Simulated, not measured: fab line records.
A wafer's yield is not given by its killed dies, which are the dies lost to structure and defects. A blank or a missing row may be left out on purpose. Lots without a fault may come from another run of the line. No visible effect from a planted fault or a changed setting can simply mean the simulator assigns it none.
Lot-split experiment ; flow n5 finfet ; 39 wafers read across 7 lots, on a route 1938 steps long

== ABOUT THE SPLIT ==
At N5_FIN_CUT_ETCH_21 (etches SOC in N2/H2, target depth 219 nm, overetch 43.8 nm, time 523.5 s), the setting bias w was moved away from the recipe's 61 W on 12 of the 39 wafers read, by -12.8% to +15.8%. This setting was run at the recipe's value on the other wafers.

The reading comes from the split's own step.

== THE READING ==
rf vpp V, in V, at N5_FIN_CUT_ETCH_21 (etches SOC in N2/H2, target depth 219 nm, overetch 43.8 nm, time 523.5 s). On this fab line, fault-free wafers typically give 241.2 V with a standard deviation of 1.5 V.

wafer;tool, chamber at the split;bias w as run, W;against the recipe;rf vpp V, V;against lot-mates on the recipe
L075.1;rie diel-06, 2;70.64;+15.8%;264.3;+22.9
L075.2;rie diel-06, 3;61;recipe;243.0;-
L075.3;rie diel-06, 0;61;recipe;240.3;-
L075.4;rie diel-06, 0;70.64;+15.8%;263.5;+22.1
L075.5;rie diel-06, 2;61;recipe;241.0;-
L075.6;rie diel-06, 3;70.64;+15.8%;266.7;+25.3
L080.1;rie diel-06, 3;69.52;+14.0%;264.5;+24.4
L080.2;rie diel-06, 0;69.52;+14.0%;260.4;+20.3
L080.3;rie diel-06, 2;61;recipe;239.7;-
L080.4;rie diel-06, 1;69.52;+14.0%;264.3;+24.2
L080.5;rie diel-06, 3;61;recipe;241.1;-
L080.6;rie diel-06, 2;61;recipe;239.6;-
L081.1;rie diel-06, 0;61;recipe;239.9;-
L081.2;rie diel-06, 2;70.3;+15.2%;264.3;+22.7
L081.3;rie diel-06, 3;61;recipe;241.9;-
L081.4;rie diel-06, 1;70.3;+15.2%;266.2;+24.6
L081.5;rie diel-06, 3;61;recipe;243.0;-
L081.6;rie diel-06, 2;70.3;+15.2%;263.2;+21.6
L087.1;rie diel-05, 0;61;recipe;240.1;-
L087.3;rie diel-05, 3;61;recipe;241.7;-
L087.5;rie diel-05, 1;61;recipe;242.6;-
L089.1;rie diel-02, 0;61;recipe;242.1;-
L089.2;rie diel-02, 2;53.19;-12.8%;218.4;-22.6
L089.3;rie diel-02, 3;53.19;-12.8%;222.4;-18.6
L089.4;rie diel-02, 3;53.19;-12.8%;221.7;-19.3
L089.5;rie diel-02, 0;61;recipe;241.8;-
L089.6;rie diel-02, 2;61;recipe;239.2;-
L096.1;rie diel-02, 1;61;recipe;238.0;-
L096.2;rie diel-02, 3;61;recipe;241.6;-
L096.3;rie diel-02, 0;61;recipe;241.3;-
L096.4;rie diel-02, 1;61;recipe;239.4;-
L096.5;rie diel-02, 3;61;recipe;241.8;-
L096.6;rie diel-02, 0;61;recipe;242.8;-
L097.1;rie diel-02, 2;61;recipe;243.5;-
L097.2;rie diel-02, 0;61;recipe;243.3;-
L097.3;rie diel-02, 3;61;recipe;243.0;-
L097.4;rie diel-02, 1;61;recipe;237.6;-
L097.5;rie diel-02, 0;61;recipe;242.4;-
L097.6;rie diel-02, 3;61;recipe;241.9;-

FIT RESULTS
A straight line over all 39 wafers: rf vpp V changes by +1.54 V for each +1% of bias w; r = +0.99; the points scatter about the line by 1.6 V.
The same after taking each lot's own level away (the mean of its wafers on the recipe; 39 wafers): +1.55 V for each +1%; r = +0.99; scatter 1.6 V.
According to that fit, moving bias w by its largest amount changes the reading by 24 V.
The span of the lots' own levels, 240.13 to 241.95 V, comes to 1.2 times the standard deviation stated above.
So the lot-to-lot level changes the slope little: the two slopes agree.
Check: for one of the wafers moved furthest among these (+15.8%), held out of the fit, the line's prediction against its lot-mates is +24.6 V. It came out at +22.9 V against them.
Tool readings at the split's step, against how far the setting was moved: rf vpp V r = +0.99.

== THE WHOLE CHAIN: every reading that the file lists as answering this split, in the file's order ==
step;what it does;reading;change (the file's fit);r (the file's)
N5_FIN_CUT_ETCH_21;etches SOC in N2/H2, target depth 219 nm, overetch 43.8 nm, time 523.5 s;rf vpp V;+1.54 V for each +1% of the setting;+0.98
N5_FIN_CUT_ETCH_21;etches SOC in N2/H2, target depth 219 nm, overetch 43.8 nm, time 523.5 s;SiARC_of_FIN_CUT_COAT_19.thk nm (the simulator's own value, which no gauge read);-0.0465 nm for each +1% of the setting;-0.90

== FILE'S OWN FIT ==
rf vpp V changes by +1.54 V for each +1% of bias w, r = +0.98.
